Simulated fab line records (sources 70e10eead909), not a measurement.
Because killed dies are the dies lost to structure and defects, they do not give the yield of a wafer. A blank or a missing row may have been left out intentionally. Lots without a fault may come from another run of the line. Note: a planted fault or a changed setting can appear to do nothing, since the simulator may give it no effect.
Which tool did it? :: flow nand_harc :: 15 lots, 42 wafers sampled, at 5 steps of a route of 1302

== WHAT THE GAUGES READ, wafer by wafer ==
NHARC_A_CHANNEL_HOLE_D1_OVL_MEAS_11.
lot: L931
measured: day 8 08:59
on: overlay-02
overlay_x_nm (nm): 0.4 1.2 1.1
overlay_y_nm (nm): 1.4 1.0 0.7

lot: L932
measured: day 8 22:39
on: overlay-01
overlay_x_nm (nm): 1.8 1.2 1.7
overlay_y_nm (nm): -0.2 -0.6 0.2

lot: L933
measured: day 9 09:25
on: overlay-01
overlay_x_nm (nm): -1.1 -1.8 -1.1
overlay_y_nm (nm): -0.4 0.0 -0.3

lot: L934
measured: day 9 16:19
on: overlay-01
overlay_x_nm (nm): -0.7 -0.4 -0.7
overlay_y_nm (nm): -0.7 -0.5 -0.2

lot: L935
measured: day 9 16:28
on: overlay-02
overlay_x_nm (nm): -0.1 -0.1 -0.6
overlay_y_nm (nm): 0.6 0.4 -0.2

lot: L937
measured: day 11 04:13
on: overlay-02
overlay_x_nm (nm): -1.0 -0.8 -1.0
overlay_y_nm (nm): -0.2 -0.6 -0.6

lot: L938
measured: day 11 14:35
on: overlay-01
overlay_x_nm (nm): -0.4 -0.2 -0.1
overlay_y_nm (nm): 0.6 0.4 0.7

lot: L940
measured: day 12 09:01
on: overlay-01
overlay_x_nm (nm): 0.0 -0.2 -0.1
overlay_y_nm (nm): -0.1 0.3 0.1

lot: L941
measured: day 12 15:11
on: overlay-01
overlay_x_nm (nm): -0.5 -0.6 -0.4
overlay_y_nm (nm): -1.3 -0.5 -1.1

lot: L943
measured: day 13 10:02
on: overlay-02
overlay_x_nm (nm): 1.9 1.3 1.3
overlay_y_nm (nm): 0.7 0.8 1.1

lot: L945
measured: day 14 07:55
on: overlay-02
overlay_x_nm (nm): -0.7 -0.9
overlay_y_nm (nm): -1.7 -0.7

lot: L946
measured: day 14 12:28
on: overlay-01
overlay_x_nm (nm): -1.6 -1.1
overlay_y_nm (nm): -0.3 -0.1

lot: L947
measured: day 15 09:36
on: overlay-02
overlay_x_nm (nm): -1.4 -1.3
overlay_y_nm (nm): 0.9 0.5

lot: L953
measured: day 17 13:17
on: overlay-01
overlay_x_nm (nm): 0.0 -0.2 0.0
overlay_y_nm (nm): 1.2 1.5 1.4

lot: L954
measured: day 18 06:35
on: overlay-02
overlay_x_nm (nm): -0.1 -0.3 0.1
overlay_y_nm (nm): -0.7 -0.6 -0.9

NHARC_A_ONON_D2_THK_MEAS_08: measures by ellipsometry.
lot: L931
measured: day 12 07:07
on: film_metro-02
thk_nm (nm): 1007 1011 1007

lot: L932
measured: day 12 20:22
on: film_metro-02
thk_nm (nm): 1000 1002 1002

lot: L933
measured: day 13 18:05
on: film_metro-02
thk_nm (nm): 1005 1005 1006

lot: L934
measured: day 13 18:06
on: film_metro-02
thk_nm (nm): 1010 1011 1012

lot: L935
measured: day 13 18:04
on: film_metro-01
thk_nm (nm): 1004 1004 1004

lot: L937
measured: day 14 23:41
on: film_metro-02
thk_nm (nm): 998 998 998

lot: L938
measured: day 15 13:34
on: film_metro-02
thk_nm (nm): 995 994 997

lot: L940
measured: day 16 16:29
on: film_metro-01
thk_nm (nm): 992 994 992

lot: L941
measured: day 16 16:08
on: film_metro-01
thk_nm (nm): 975 973 976

lot: L943
measured: day 17 06:46
on: film_metro-01
thk_nm (nm): 1009 1008 1010

lot: L945
measured: day 18 09:52
on: film_metro-02
thk_nm (nm): 1002 682

lot: L946
measured: day 18 12:30
on: film_metro-02
thk_nm (nm): 682 682

lot: L947
measured: day 19 06:55
on: film_metro-01
thk_nm (nm): 672 994

lot: L953
measured: day 21 19:30
on: film_metro-02
thk_nm (nm): 1007 1002 1003

lot: L954
measured: day 22 05:56
on: film_metro-02
thk_nm (nm): 1014 1016 1014

NHARC_A_CHANNEL_HOLE_D2_INSPECT_12.
lot: L931
measured: day 13 00:08
on: defect_inspect-01
raw_defect_count: 7 2 6

lot: L932
measured: day 13 10:32
on: defect_inspect-02
raw_defect_count: 56 62 44

lot: L933
measured: day 14 10:44
on: defect_inspect-01
raw_defect_count: 4 3 5

lot: L934
measured: day 14 09:59
on: defect_inspect-01
raw_defect_count: 9 8 5

lot: L935
measured: day 14 08:49
on: defect_inspect-02
raw_defect_count: 59 55 51

lot: L937
measured: day 15 14:04
on: defect_inspect-01
raw_defect_count: 11 8 7

lot: L938
measured: day 16 05:46
on: defect_inspect-01
raw_defect_count: 75 56 56

lot: L940
measured: day 17 06:35
on: defect_inspect-01
raw_defect_count: 43 54 48

lot: L941
measured: day 17 06:26
on: defect_inspect-02
raw_defect_count: 55 55 50

lot: L943
measured: day 17 23:23
on: defect_inspect-01
raw_defect_count: 55 66 66

lot: L945
measured: day 19 00:22
on: defect_inspect-02
raw_defect_count: 57

lot: L947
measured: day 19 23:24
on: defect_inspect-01
raw_defect_count: 21

lot: L953
measured: day 22 10:11
on: defect_inspect-02
raw_defect_count: 18 18 21

lot: L954
measured: day 22 22:10
on: defect_inspect-01
raw_defect_count: 29 30 28

== WHAT TOOL EACH LOT RAN ON (gives the tool, then ch and the chambers of the sampled wafers, and finally the start) ==
lot: L931
NHARC_A_CHANNEL_HOLE_D1_ETCH_20: har_etch-01 ch 0,1, day 8 10:55
NHARC_A_ONON_D2_DEP_06: pecvd_onon-04 ch 0, day 12 06:40

lot: L932
NHARC_A_CHANNEL_HOLE_D1_ETCH_20: har_etch-02 ch 0,1, day 9 00:03
NHARC_A_ONON_D2_DEP_06: pecvd_onon-02 ch 0, day 12 19:54

lot: L933
NHARC_A_CHANNEL_HOLE_D1_ETCH_20: har_etch-01 ch 0,1, day 9 10:48
NHARC_A_ONON_D2_DEP_06: pecvd_onon-02 ch 0, day 13 17:32

lot: L934
NHARC_A_CHANNEL_HOLE_D1_ETCH_20: har_etch-01 ch 0,1, day 9 18:10
NHARC_A_ONON_D2_DEP_06: pecvd_onon-03 ch 0, day 13 17:34

lot: L935
NHARC_A_CHANNEL_HOLE_D1_ETCH_20: har_etch-02 ch 0, day 9 18:38
NHARC_A_ONON_D2_DEP_06: pecvd_onon-04 ch 0, day 13 17:34

lot: L937
NHARC_A_CHANNEL_HOLE_D1_ETCH_20: har_etch-01 ch 1, day 11 05:40
NHARC_A_ONON_D2_DEP_06: pecvd_onon-03 ch 0, day 14 23:14

lot: L938
NHARC_A_CHANNEL_HOLE_D1_ETCH_20: har_etch-02 ch 0, day 11 18:10
NHARC_A_ONON_D2_DEP_06: pecvd_onon-04 ch 0, day 15 13:07

lot: L940
NHARC_A_CHANNEL_HOLE_D1_ETCH_20: har_etch-02 ch 0,1, day 12 10:25
NHARC_A_ONON_D2_DEP_06: pecvd_onon-04 ch 0, day 16 16:02

lot: L941
NHARC_A_CHANNEL_HOLE_D1_ETCH_20: har_etch-02 ch 0,1, day 12 16:44
NHARC_A_ONON_D2_DEP_06: pecvd_onon-04 ch 0, day 16 15:44

lot: L943
NHARC_A_CHANNEL_HOLE_D1_ETCH_20: har_etch-02 ch 0,1, day 13 11:47
NHARC_A_ONON_D2_DEP_06: pecvd_onon-04 ch 0, day 17 06:22

lot: L945
NHARC_A_CHANNEL_HOLE_D1_ETCH_20: har_etch-02 ch 0, day 14 10:03
NHARC_A_ONON_D2_DEP_06: pecvd_onon-04 ch 0, day 18 09:25

lot: L946
NHARC_A_CHANNEL_HOLE_D1_ETCH_20: har_etch-02 ch 0,1, day 14 18:17
NHARC_A_ONON_D2_DEP_06: pecvd_onon-04 ch 0, day 18 11:59

lot: L947
NHARC_A_CHANNEL_HOLE_D1_ETCH_20: har_etch-01 ch 0,1, day 15 11:06
NHARC_A_ONON_D2_DEP_06: pecvd_onon-04 ch 0, day 19 06:35

lot: L953
NHARC_A_CHANNEL_HOLE_D1_ETCH_20: har_etch-01 ch 0,1, day 17 16:08
NHARC_A_ONON_D2_DEP_06: pecvd_onon-03 ch 0, day 21 19:03

lot: L954
NHARC_A_CHANNEL_HOLE_D1_ETCH_20: har_etch-01 ch 0,1, day 18 07:59
NHARC_A_ONON_D2_DEP_06: pecvd_onon-04 ch 0, day 22 05:26
- NHARC_A_CHANNEL_HOLE_D1_ETCH_20: etches the open film in C4F8/O2/Ar, time 361.9 s, target depth 1600 nm.
- NHARC_A_ONON_D2_DEP_06: target thk 1000 nm.

== AS READ BY THE TOOLS THEMSELVES (means over the sampled wafers that have a number; for cases with no such wafer, the mark the record gives instead) ==
NHARC_A_CHANNEL_HOLE_D1_ETCH_20.
lot: L931
tool: har_etch-01
drypump_motor_current_A (A): 6.4
showerhead_plenum_p_Torr (Torr): 3.60
throttle_valve_pct (%): 32.159

lot: L932
tool: har_etch-02
drypump_motor_current_A (A): 6.1
showerhead_plenum_p_Torr (Torr): 3.59
throttle_valve_pct (%): 32.161

lot: L933
tool: har_etch-01
drypump_motor_current_A (A): 6.1
showerhead_plenum_p_Torr (Torr): 3.66
throttle_valve_pct (%): 32.151

lot: L934
tool: har_etch-01
drypump_motor_current_A (A): 6.1
showerhead_plenum_p_Torr (Torr): 3.65
throttle_valve_pct (%): 32.157

lot: L935
tool: har_etch-02
drypump_motor_current_A (A): 6.7
showerhead_plenum_p_Torr (Torr): 3.50
throttle_valve_pct (%): 32.157

lot: L937
tool: har_etch-01
drypump_motor_current_A (A): 6.6
showerhead_plenum_p_Torr (Torr): 3.51
throttle_valve_pct (%): 32.161

lot: L938
tool: har_etch-02
drypump_motor_current_A (A): 6.7
showerhead_plenum_p_Torr (Torr): 3.49
throttle_valve_pct (%): 32.157

lot: L940
tool: har_etch-02
drypump_motor_current_A (A): 5.5
showerhead_plenum_p_Torr (Torr): 3.65
throttle_valve_pct (%): 32.148

lot: L941
tool: har_etch-02
drypump_motor_current_A (A): 5.5
showerhead_plenum_p_Torr (Torr): 3.65
throttle_valve_pct (%): 32.150

lot: L943
tool: har_etch-02
drypump_motor_current_A (A): 5.5
showerhead_plenum_p_Torr (Torr): 3.64
throttle_valve_pct (%): 32.149

lot: L945
tool: har_etch-02
drypump_motor_current_A (A): 6.7
showerhead_plenum_p_Torr (Torr): 3.47
throttle_valve_pct (%): 32.162

lot: L946
tool: har_etch-02
drypump_motor_current_A (A): 5.8
showerhead_plenum_p_Torr (Torr): 3.60
throttle_valve_pct (%): 32.153

lot: L947
tool: har_etch-01
drypump_motor_current_A (A): 6.2
showerhead_plenum_p_Torr (Torr): 3.58
throttle_valve_pct (%): 32.157

lot: L953
tool: har_etch-01
drypump_motor_current_A (A): 6.4
showerhead_plenum_p_Torr (Torr): 3.53
throttle_valve_pct (%): 32.149

lot: L954
tool: har_etch-01
drypump_motor_current_A (A): 6.1
showerhead_plenum_p_Torr (Torr): 3.59
throttle_valve_pct (%): 32.163

NHARC_A_ONON_D2_DEP_06.
lot: L931
tool: pecvd_onon-04
nh3_flow_sccm (sccm): 500.7
sih4_flow_sccm (sccm): 210.4

lot: L932
tool: pecvd_onon-02
nh3_flow_sccm (sccm): 500.1
sih4_flow_sccm (sccm): 209.7

lot: L933
tool: pecvd_onon-02
nh3_flow_sccm (sccm): 497.9
sih4_flow_sccm (sccm): 209.8

lot: L934
tool: pecvd_onon-03
nh3_flow_sccm (sccm): 498.5
sih4_flow_sccm (sccm): 210.5

lot: L935
tool: pecvd_onon-04
nh3_flow_sccm (sccm): 498.9
sih4_flow_sccm (sccm): 210.0

lot: L937
tool: pecvd_onon-03
nh3_flow_sccm (sccm): 501.0
sih4_flow_sccm (sccm): 209.9

lot: L938
tool: pecvd_onon-04
nh3_flow_sccm (sccm): 498.7
sih4_flow_sccm (sccm): 209.6

lot: L940
tool: pecvd_onon-04
nh3_flow_sccm (sccm): 500.3
sih4_flow_sccm (sccm): 209.9

lot: L941
tool: pecvd_onon-04
nh3_flow_sccm (sccm): 499.6
sih4_flow_sccm (sccm): 209.4

lot: L943
tool: pecvd_onon-04
nh3_flow_sccm (sccm): 502.6
sih4_flow_sccm (sccm): 210.0

lot: L945
tool: pecvd_onon-04
nh3_flow_sccm (sccm): 500.0
sih4_flow_sccm (sccm): 210.2

lot: L946
tool: pecvd_onon-04
nh3_flow_sccm (sccm): 502.0
sih4_flow_sccm (sccm): 209.6

lot: L947
tool: pecvd_onon-04
nh3_flow_sccm (sccm): 497.8
sih4_flow_sccm (sccm): 209.9

lot: L953
tool: pecvd_onon-03
nh3_flow_sccm (sccm): 500.2
sih4_flow_sccm (sccm): 210.6

lot: L954
tool: pecvd_onon-04
nh3_flow_sccm (sccm): 500.5
sih4_flow_sccm (sccm): 209.8

== THE ANSWER, worked out from the rows above alone ==
Rule: the usual values come from the lots themselves. The widest of any qualifying gaps counts: lots, ordered by their means at a reading, are off when they make up no more than a third of the lots, leave a main group of 4 or more, and stand apart from it by 3 or more times the standard deviation of that group's means. If all means in a main group match to the digits the tables above print for the reading, that group is not used. Also off: a lot with no number at a reading for which 4 or more lots have one. Any other lot the step has rows for is counted as sound. First the gauges in route order, then the tools' own readings, where a lot's mean is used as printed above. At the first step where some lot is off, the reading lying furthest off is the one used; lots without a number count as furthest.
Off: L945, L946, L947, at NHARC_A_ONON_D2_THK_MEAS_08 (thk_nm). The main group: mean 1002 nm, standard deviation 10.
If a tool, at a process step before that reading, ran all the lots that are off and no sound lot after the first of them, it fits. The gauges at NHARC_A_ONON_D2_THK_MEAS_08 are tried like those tools. None of those tried fits.

== WHAT THE SIMULATOR PUT IN ==
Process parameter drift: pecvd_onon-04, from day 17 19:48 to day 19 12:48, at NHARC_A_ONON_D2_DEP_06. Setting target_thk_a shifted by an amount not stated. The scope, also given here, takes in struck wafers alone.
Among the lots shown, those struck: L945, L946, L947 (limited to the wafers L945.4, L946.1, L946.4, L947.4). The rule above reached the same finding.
